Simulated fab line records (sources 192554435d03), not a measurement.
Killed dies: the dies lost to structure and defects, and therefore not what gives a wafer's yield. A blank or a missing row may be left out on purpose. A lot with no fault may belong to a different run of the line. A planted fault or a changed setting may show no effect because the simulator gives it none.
The tool behind it: which one? -- flow n5-finfet -- 12 lots with 36 wafers sampled at 2 steps, on a route of 1938 steps

## WHAT THE GAUGES READ, wafer by wafer
N5_BEOL_M11_OVL_MEAS_12.
lot,measured,on,M11_OVL (nm)
L075,day 10 18:13,overlay-01,1.4 1.4 0.7
L080,day 11 16:55,overlay-02,0.0 0.4 -0.1
L079,day 11 17:25,overlay-01,-0.7 0.1 -1.4
L078,day 12 01:12,overlay-02,-1.6 -1.4 -1.6
L083,day 12 15:38,overlay-01,-1.3 -0.2 -0.3
L085,day 13 16:02,overlay-01,0.9 0.2 -0.6
L086,day 14 00:27,overlay-01,-1.6 -0.8 -0.5
L091,day 14 04:46,overlay-02,0.0 -0.5 -0.5
L090,day 14 08:39,overlay-01,-0.1 0.5 0.2
L092,day 15 13:04,overlay-02,-0.5 0.8 -0.7
L096,day 16 08:45,overlay-02,0.2 0.5 0.5
L095,day 16 13:01,overlay-02,-0.4 -1.2 -0.6

## WHICH TOOL RAN EACH LOT (tool, then ch and the chambers of the sampled wafers, then the start)
lot,N5_BEOL_M10_ETCH_41
L075,"rie-diel-04 ch 0,1,3, day 10 18:13 or earlier"
L080,"rie-diel-04 ch 1,2, day 11 16:55 or earlier"
L079,"rie-diel-05 ch 0,2, day 11 17:25 or earlier"
L078,"rie-diel-06 ch 0,3, day 12 01:12 or earlier"
L083,"rie-diel-05 ch 0,1,2, day 12 15:38 or earlier"
L085,"rie-diel-05 ch 0,2,3, day 13 16:02 or earlier"
L086,"rie-diel-04 ch 0,1,2, day 14 00:27 or earlier"
L091,"rie-diel-04 ch 0,1,3, day 14 04:46 or earlier"
L090,"rie-diel-05 ch 0,2,3, day 14 08:39 or earlier"
L092,"rie-diel-06 ch 2,3, day 15 13:04 or earlier"
L096,"rie-diel-05 ch 1,2, day 16 08:45 or earlier"
L095,"rie-diel-05 ch 0,1,3, day 16 13:01 or earlier"
- N5_BEOL_M10_ETCH_41: etches SiCN in CH3F/O2, target depth 42.6 nm, time 86 s.

## THE ANSWER, worked out from the rows above alone
Rule: the lots themselves supply what counts as usual. Put in order of their means at a reading, lots are off if they are a third of the lots or fewer, leave a main group of 4 or more, and stand apart from it by a gap of 3 or more times the standard deviation of the main group's means; of several such gaps the widest counts. The tables above print the reading to a certain number of digits; a main group whose means all agree to those digits is not used. Also off: a lot with no number at a reading for which 4 or more lots have one. Where the step has rows for the other lots, those lots are counted as sound.
No lot is off on any of the readings shown, so nothing can be concluded from this.

## WHAT THE SIMULATOR PUT IN
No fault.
